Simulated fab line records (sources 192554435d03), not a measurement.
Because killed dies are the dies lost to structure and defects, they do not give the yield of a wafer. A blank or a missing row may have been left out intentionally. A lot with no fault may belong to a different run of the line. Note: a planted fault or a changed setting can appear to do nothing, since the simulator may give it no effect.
Which tool was responsible? ; flow n5Finfet ; Sampling: 8 lots, 24 wafers, 5 of 1938 route steps

WHAT EACH GAUGE READ, for each wafer
N5_BEOL_M4_RC_MEAS_101. Usual: DIBL_N 36.3 mV/V, standard deviation 1.2; DIBL_P 36.3 mV/V, standard deviation 1.4; IOFF_N 0.157 nA/um, standard deviation 0.02; IOFF_N_85C 3.1 nA/um, standard deviation 0.33; IOFF_N_LIN 0.073 nA/um, standard deviation 0.0078; IOFF_P 0.22 nA/um, standard deviation 0.033; IOFF_P_85C 3.7 nA/um, standard deviation 0.47; IOFF_P_LIN 0.103 nA/um, standard deviation 0.013; ION_N 675 uA/um, standard deviation 9.6; ION_P 465 uA/um, standard deviation 8.2; REXT_N 74.5 ohm.um, standard deviation 2.1; REXT_P 100.1 ohm.um, standard deviation 2.5; SS_N 71.4 mV/dec, standard deviation 0.45; SS_P 73.3 mV/dec, standard deviation 0.54; VT_N 249.8 mV, standard deviation 2.5; VT_N_LVT 98.8 mV, standard deviation 2.6; VT_P -249 mV, standard deviation 3.2; VT_P_LVT -98.3 mV, standard deviation 2.7.
lot;measured;on;DIBL_N (mV/V);DIBL_P (mV/V);IOFF_N (nA/um);IOFF_N_85C (nA/um);IOFF_N_LIN (nA/um);IOFF_P (nA/um);IOFF_P_85C (nA/um);IOFF_P_LIN (nA/um);ION_N (uA/um);ION_P (uA/um);REXT_N (ohm.um);REXT_P (ohm.um);SS_N (mV/dec);SS_P (mV/dec);VT_N (mV);VT_N_LVT (mV);VT_P (mV);VT_P_LVT (mV);flag
L906;day 8 02:21;prober-01;37.2 36.6 35.3;38.5 37.3 36.4;0.169 0.150 0.137;3.2 2.9 2.6;0.080 0.073 0.066;0.23 0.21 0.20;3.8 3.6 3.4;0.105 0.099 0.094;681 676 661;466 467 457;75.1 74.6 75.2;98.2 97.0 97.7;71.4 71.6 71.5;72.8 72.7 73.0;246.2 249.8 251.9;97.3 99.7 102.4;-249 -251 -252;-98.8 -99.5 -101.0;
L911;day 10 15:31;prober-02;37.3 37.8 36.0;37.8 38.3 35.7;0.178 0.186 0.139;3.3 3.5 2.7;0.080 0.083 0.066;0.22 0.24 0.19;3.8 4.0 3.3;0.105 0.109 0.092;683 679 670;471 472 463;75.6 75.4 76.7;103.9 103.3 103.9;72.2 72.5 71.3;72.9 73.4 72.7;244.7 248.3 251.5;95.0 93.9 99.7;-250 -250 -252;-98.1 -97.3 -99.7;
L912;day 10 18:52;prober-01;36.2 37.5 36.2;35.5 37.2 35.9;0.137 0.155 0.140;2.7 3.1 2.8;0.066 0.075 0.067;0.18 0.21 0.18;3.2 3.7 3.4;0.086 0.097 0.087;668 684 673;456 468 459;71.3 72.9 72.1;99.8 100.4 99.9;71.4 71.9 71.1;73.1 73.3 72.8;252.1 253.2 251.5;100.9 99.1 99.7;-252 -252 -253;-101.0 -98.7 -100.8;
L913;day 10 18:29;prober-02;37.6 35.8 35.3;37.5 34.8 34.3;0.184 0.135 0.135;3.6 2.7 2.8;0.085 0.065 0.065;0.22 0.17 0.17;3.8 3.1 3.1;0.104 0.087 0.089;686 662 664;470 449 458;73.5 74.0 73.0;101.9 102.7 102.1;71.3 71.1 71.0;73.1 72.5 72.0;244.6 250.2 251.1;92.8 97.4 96.7;-247 -251 -251;-96.7 -100.2 -100.1;
L921;day 12 20:43;prober-02;36.3 37.1 48.0;36.0 36.6 46.6;0.133 0.149 0.431;2.7 3.0 7.2;0.061 0.068 0.156;0.20 0.21 0.62;3.5 3.6 9.1;0.099 0.101 0.244;666 677 748;461 464 522;75.5 74.3 63.6;96.0 95.9 81.8;71.5 71.6 73.9;72.2 72.6 75.4;254.8 251.3 234.6;104.6 101.0 85.5;-251 -247 -231;-98.1 -99.4 -79.5;OFF
L925;day 13 12:34;prober-02;35.0 35.4 34.6;35.5 36.4 35.6;0.126 0.127 0.115;2.5 2.6 2.4;0.059 0.060 0.056;0.18 0.19 0.18;3.2 3.5 3.3;0.090 0.096 0.091;653 661 658;459 460 459;75.7 74.8 75.5;100.2 98.8 98.5;70.5 71.3 70.8;72.8 73.2 73.1;254.0 254.7 254.7;104.3 103.7 105.4;-251 -251 -252;-102.2 -100.4 -101.0;
L928;day 13 19:12;prober-01;35.7 37.4 36.5;36.1 37.9 36.6;0.147 0.182 0.170;2.9 3.5 3.4;0.071 0.084 0.079;0.25 0.28 0.26;4.2 4.7 4.4;0.119 0.130 0.120;673 675 667;469 473 464;72.5 71.6 71.3;100.1 99.6 100.2;71.2 71.5 71.8;73.3 74.0 73.9;249.2 246.1 247.4;101.9 98.8 99.7;-246 -245 -246;-96.6 -95.5 -97.4;
L929;day 14 19:49;prober-02;38.2 34.8 39.5;39.2 34.9 40.7;0.187 0.119 0.208;3.6 2.5 4.0;0.084 0.059 0.091;0.29 0.20 0.34;4.8 3.6 5.5;0.133 0.103 0.147;688 665 685;471 470 478;74.8 74.5 75.0;98.7 98.0 99.5;71.6 70.4 71.7;74.1 72.6 74.1;249.0 251.8 247.2;96.9 102.7 97.0;-242 -248 -243;-93.8 -98.1 -92.7;

WHAT TOOL EACH LOT RAN ON (gives the tool, then ch and the chambers of the sampled wafers, and finally the start)
lot;N5_DUMMY_GATE_ETCH_29;N5_DUMMY_GATE_STRIP_41;N5_DUMMY_GATE_STRIP_48;N5_SPACER0_ALD_00
L906;rieDiel-02 ch 1,2,3, day 3 04:13;rieDiel-02 ch 1,2,3, day 3 04:37;rieDiel-05 ch 1,2,3, day 3 05:07;aldSin-03 ch 1,2,3, day 3 06:26
L911;rieDiel-02 ch 0,2,3, day 4 10:10;rieDiel-05 ch 1,2, day 4 10:34;rieDiel-02 ch 2,3, day 4 11:04;aldSin-04 ch 0,3, day 4 11:26
L912;rieDiel-04 ch 0,3, day 4 13:04;rieDiel-05 ch 0,1,2, day 4 13:31;rieDiel-05 ch 0,1,3, day 4 14:01;aldSin-01 ch 2,3, day 4 14:56
L913;rieDiel-04 ch 0,2,3, day 4 18:01;rieDiel-05 ch 1,2, day 4 18:30;rieDiel-04 ch 0,1,3, day 4 19:13;aldSin-04 ch 0,1, day 4 21:02
L921;rieDiel-04 ch 0,3, day 6 16:52;rieDiel-02 ch 0,2, day 6 17:33;rieDiel-05 ch 0,1, day 6 18:04;aldSin-04 ch 0,2,3, day 6 18:44
L925;rieDiel-04 ch 1,3, day 7 20:09;rieDiel-05 ch 1,2,3, day 7 20:34;rieDiel-05 ch 0,2, day 7 21:03;aldSin-01 ch 0,3, day 7 21:26
L928;rieDiel-02 ch 0,2,3, day 8 11:37;rieDiel-05 ch 0,1,2, day 8 12:14;rieDiel-05 ch 0,2,3, day 8 12:48;aldSin-01 ch 2,3, day 8 13:11
L929;rieDiel-02 ch 0,3, day 8 16:59;rieDiel-02 ch 0,1,2, day 8 17:23;rieDiel-05 ch 0,2,3, day 8 17:53;aldSin-01 ch 0,2,3, day 8 19:46
- N5_DUMMY_GATE_ETCH_29: etches underlayer in N2/H2, target depth 13 nm.
- N5_DUMMY_GATE_STRIP_41: strips in O2.
- N5_DUMMY_GATE_STRIP_48: strips in N2/H2, time 20 s.
- N5_SPACER0_ALD_00: deposits SiOCN, target thk 3.5 nm, pulse time 3 s, purge time 2 s.

WHAT THE TOOLS THEMSELVES READ (means of the sampled wafers that have a number; where no wafer has one, the mark that the record gives instead)
N5_DUMMY_GATE_ETCH_29. Usual: biasW 150.0 W, standard deviation 0.41; drypumpMotorCurrentA 5.8 A, standard deviation 0.52; oesProductAu 0.75 a.u., standard deviation 0.05; rfVppV 523.3 V, standard deviation 2.3; showerheadPlenumPTorr 2.53 Torr, standard deviation 0.077; throttleValvePct 17.99 %, standard deviation 0.22.
lot;tool;biasW (W);drypumpMotorCurrentA (A);oesProductAu (a.u.);rfVppV (V);showerheadPlenumPTorr (Torr);throttleValvePct (%);flag
L906;rieDiel-02;150.3;5.4;0.76;523.0;2.51;17.85;
L911;rieDiel-02;149.9;5.5;0.76;524.0;2.55;18.01;
L912;rieDiel-04;150.1;5.8;0.72;521.2;2.45;18.05;
L913;rieDiel-04;150.0;5.8;0.75;523.7;2.53;17.97;
L921;rieDiel-04;150.2;5.8;0.72;521.0;2.44;18.09;
L925;rieDiel-04;150.0;5.9;0.73;519.7;2.41;18.17;
L928;rieDiel-02;150.3;5.5;0.73;523.9;2.54;18.05;
L929;rieDiel-02;150.1;5.2;0.73;523.4;2.53;18.21;

N5_DUMMY_GATE_STRIP_41. Usual: drypumpMotorCurrentA 5.8 A, standard deviation 0.54; oesProductAu 0.74 a.u., standard deviation 0.039; rfVppV 3.6 V, standard deviation 0.51; showerheadPlenumPTorr 2.08 Torr, standard deviation 0.051; throttleValvePct 16.82 %, standard deviation 0.2.
lot;tool;drypumpMotorCurrentA (A);oesProductAu (a.u.);rfVppV (V);showerheadPlenumPTorr (Torr);throttleValvePct (%);flag
L906;rieDiel-02;5.4;0.76;3.9;2.07;16.64;
L911;rieDiel-05;5.9;0.72;3.5;2.07;16.69;
L912;rieDiel-05;5.9;0.72;4.3;2.08;16.76;
L913;rieDiel-05;6.3;0.72;3.5;2.08;16.78;
L921;rieDiel-02;5.7;0.76;3.4;2.11;16.68;
L925;rieDiel-05;5.9;0.72;3.4;2.07;16.91;
L928;rieDiel-05;5.9;0.70;4.2;2.07;16.80;
L929;rieDiel-02;5.8;0.80;3.5;2.14;16.60;

N5_DUMMY_GATE_STRIP_48. Usual: drypumpMotorCurrentA 5.8 A, standard deviation 0.51; oesProductAu 0.74 a.u., standard deviation 0.032; rfVppV 45.2 V, standard deviation 0.81; showerheadPlenumPTorr 3.34 Torr, standard deviation 0.082; throttleValvePct 12.38 %, standard deviation 0.19.
lot;tool;drypumpMotorCurrentA (A);oesProductAu (a.u.);rfVppV (V);showerheadPlenumPTorr (Torr);throttleValvePct (%);flag
L906;rieDiel-05;5.9;0.73;45.1;3.36;12.43;
L911;rieDiel-02;5.1;0.77;45.7;3.39;12.26;
L912;rieDiel-05;5.9;0.72;45.9;3.36;12.45;
L913;rieDiel-04;6.1;0.75;44.8;3.27;12.37;
L921;rieDiel-05;5.8;0.70;45.7;3.35;12.41;
L925;rieDiel-05;5.5;0.70;45.2;3.34;12.41;
L928;rieDiel-05;5.5;0.71;44.7;3.34;12.51;
L929;rieDiel-05;5.5;0.70;45.7;3.34;12.50;

N5_SPACER0_ALD_00. Usual: heaterPowerW 837 W, standard deviation 52; precursorPulseHeightRel 1.003, standard deviation 0.018.
lot;tool;heaterPowerW (W);precursorPulseHeightRel;flag
L906;aldSin-03;791;1.010;
L911;aldSin-04;868;0.982;
L912;aldSin-01;809;1.028;
L913;aldSin-04;901;1.001;
L921;aldSin-04;833;0.992;
L925;aldSin-01;841;1.024;
L928;aldSin-01;822;1.028;
L929;aldSin-01;823;1.007;

THE ANSWER, worked out from the rows above alone
Rule: lot off if the mean of its wafers having a number is beyond 3 standard deviations from the usual mean. Also off: a lot with no number at a reading for which 4 or more lots have one. All remaining lots with rows at the step are treated as sound. After the gauges, taken in route order, come the tools' own readings; for these a lot's mean is taken, as printed above. The first step at which some lot is off is used, and at that step the reading that is off furthest; a lot without a number counts as furthest.
Off: L921, seen at N5_BEOL_M4_RC_MEAS_101 (IOFF_N).
A tool fits if, at a process step before that reading, it ran every lot that is off, and no sound lot after the first of them. Those tools and the gauges at N5_BEOL_M4_RC_MEAS_101 are tried in the same way. One fits: aldSin-04 at N5_SPACER0_ALD_00. A fault onset in the window from L913 (day 4 21:02, its last sound lot) to L921 (day 6 18:44, its first lot off) fits.

WHAT HAD BEEN PUT IN BY THE SIMULATOR
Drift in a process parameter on aldSin-04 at N5_SPACER0_ALD_00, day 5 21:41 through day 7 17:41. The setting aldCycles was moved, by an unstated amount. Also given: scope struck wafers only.
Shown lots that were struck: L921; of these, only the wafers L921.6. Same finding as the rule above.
